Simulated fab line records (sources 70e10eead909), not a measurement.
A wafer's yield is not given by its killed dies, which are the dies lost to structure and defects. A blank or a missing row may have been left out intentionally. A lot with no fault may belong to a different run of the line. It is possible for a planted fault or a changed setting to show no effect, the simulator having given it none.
Matching of chambers :: flow nandHarc :: NHARC_A_BONDPAD_STRIP_15 on rieDiel-09 has 4 sister chambers
The step strips in O2. 18 wafers are shown with their chamber, then 9 later ones without.

## WAFERS PAIRED WITH THEIR CHAMBERS
wafer: L611.1
chamber: 3
drypumpMotorCurrentA (A): 5.0
oesProductAu (a.u.): 0.983
rfVppV (V): 55.9

wafer: L611.2
chamber: 2
drypumpMotorCurrentA (A): 5.5
oesProductAu (a.u.): 1.018
rfVppV (V): 57.4

wafer: L611.6
chamber: 3
drypumpMotorCurrentA (A): 5.1
oesProductAu (a.u.): 0.984
rfVppV (V): 57.1

wafer: L609.1
chamber: 2
drypumpMotorCurrentA (A): 5.6
oesProductAu (a.u.): 1.011
rfVppV (V): 57.9

wafer: L609.4
chamber: 3
drypumpMotorCurrentA (A): 5.1
oesProductAu (a.u.): 0.990
rfVppV (V): 57.4

wafer: L609.5
chamber: 2
drypumpMotorCurrentA (A): 5.6
oesProductAu (a.u.): 1.001
rfVppV (V): 56.8

wafer: L610.2
chamber: 2
drypumpMotorCurrentA (A): 5.6
oesProductAu (a.u.): 1.015
rfVppV (V): 58.5

wafer: L610.4
chamber: 3
drypumpMotorCurrentA (A): 5.1
oesProductAu (a.u.): 1.001
rfVppV (V): 56.3

wafer: L610.6
chamber: 3
drypumpMotorCurrentA (A): 5.1
oesProductAu (a.u.): 0.996
rfVppV (V): 58.3

wafer: L612.3
chamber: 1
drypumpMotorCurrentA (A): 5.3
oesProductAu (a.u.): 0.981
rfVppV (V): 57.5

wafer: L612.4
chamber: 2
drypumpMotorCurrentA (A): 5.6
oesProductAu (a.u.): 1.005
rfVppV (V): 58.1

wafer: L612.6
chamber: 1
drypumpMotorCurrentA (A): 5.3
oesProductAu (a.u.): 0.986
rfVppV (V): 57.4

wafer: L617.2
chamber: 3
drypumpMotorCurrentA (A): 5.1
oesProductAu (a.u.): 0.998
rfVppV (V): 56.7

wafer: L617.3
chamber: 2
drypumpMotorCurrentA (A): 5.6
oesProductAu (a.u.): 1.014
rfVppV (V): 58.8

wafer: L617.5
chamber: 3
drypumpMotorCurrentA (A): 5.1
oesProductAu (a.u.): 0.991
rfVppV (V): 55.6

wafer: L616.1
chamber: 3
drypumpMotorCurrentA (A): 5.0
oesProductAu (a.u.): 0.994
rfVppV (V): 57.1

wafer: L616.2
chamber: 1
drypumpMotorCurrentA (A): 5.3
oesProductAu (a.u.): 0.984
rfVppV (V): 57.0

wafer: L616.4
chamber: 0
drypumpMotorCurrentA (A): 5.6
oesProductAu (a.u.): 1.024
rfVppV (V): 56.8

SIGNATURES, as means of the wafers listed above
reading: drypumpMotorCurrentA
chamber 0: 5.600
chamber 1: 5.300
chamber 2: 5.583
chamber 3: 5.075
scatter within a chamber: 0.0408

reading: oesProductAu
chamber 0: 1.02400
chamber 1: 0.98367
chamber 2: 1.01067
chamber 3: 0.99212
scatter within a chamber: 0.00603

reading: rfVppV
chamber 0: 56.800
chamber 1: 57.300
chamber 2: 57.917
chamber 3: 56.800
scatter within a chamber: 0.761
Rule: a wafer's distance from a chamber is the root of the sum, over the readings, of the square of ((its reading less the chamber's mean) divided by the reading's scatter). The wafer belongs to the nearest chamber; if the next one is less than 2 further off, it can't be placed. The scatter is the square root of a quotient: the sum, over the shown wafers, of each reading's squared deviation from its chamber's mean, divided by wafers minus chambers.

## WAFERS MISSING THEIR CHAMBER
wafer: L619.1
drypumpMotorCurrentA (A): 5.1
oesProductAu (a.u.): 1.001
rfVppV (V): 57.6

wafer: L619.2
drypumpMotorCurrentA (A): 5.6
oesProductAu (a.u.): 1.010
rfVppV (V): 57.1

wafer: L619.4
drypumpMotorCurrentA (A): 5.6
oesProductAu (a.u.): 1.022
rfVppV (V): 56.0

wafer: L618.1
drypumpMotorCurrentA (A): 5.1
oesProductAu (a.u.): 0.996
rfVppV (V): 57.0

wafer: L618.4
drypumpMotorCurrentA (A): 5.3
oesProductAu (a.u.): 0.990
rfVppV (V): 56.3

wafer: L618.5
drypumpMotorCurrentA (A): 5.3
oesProductAu (a.u.): 0.983
rfVppV (V): 57.9

wafer: L621.2
drypumpMotorCurrentA (A): 5.6
oesProductAu (a.u.): 1.010
rfVppV (V): 57.6

wafer: L620.2
drypumpMotorCurrentA (A): 5.3
oesProductAu (a.u.): 0.989
rfVppV (V): 56.1

wafer: L620.4
drypumpMotorCurrentA (A): 5.6
oesProductAu (a.u.): 0.988
rfVppV (V): 57.5

## WHICH CHAMBER EACH ONE RAN IN
wafer: L619.1
from the rows above: 3
in truth: 3

wafer: L619.2
from the rows above: can't be placed: 2 or 0
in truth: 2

wafer: L619.4
from the rows above: 0
in truth: 0

wafer: L618.1
from the rows above: 3
in truth: 3

wafer: L618.4
from the rows above: 1
in truth: 1

wafer: L618.5
from the rows above: 1
in truth: 1

wafer: L621.2
from the rows above: can't be placed: 2 or 0
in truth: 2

wafer: L620.2
from the rows above: 1
in truth: 1

wafer: L620.4
from the rows above: 2
in truth: 2
Correctly placed: 7 of 9. Not placeable from these rows: 2 (in 2, the candidates include the true chamber). 0 placed wrongly.
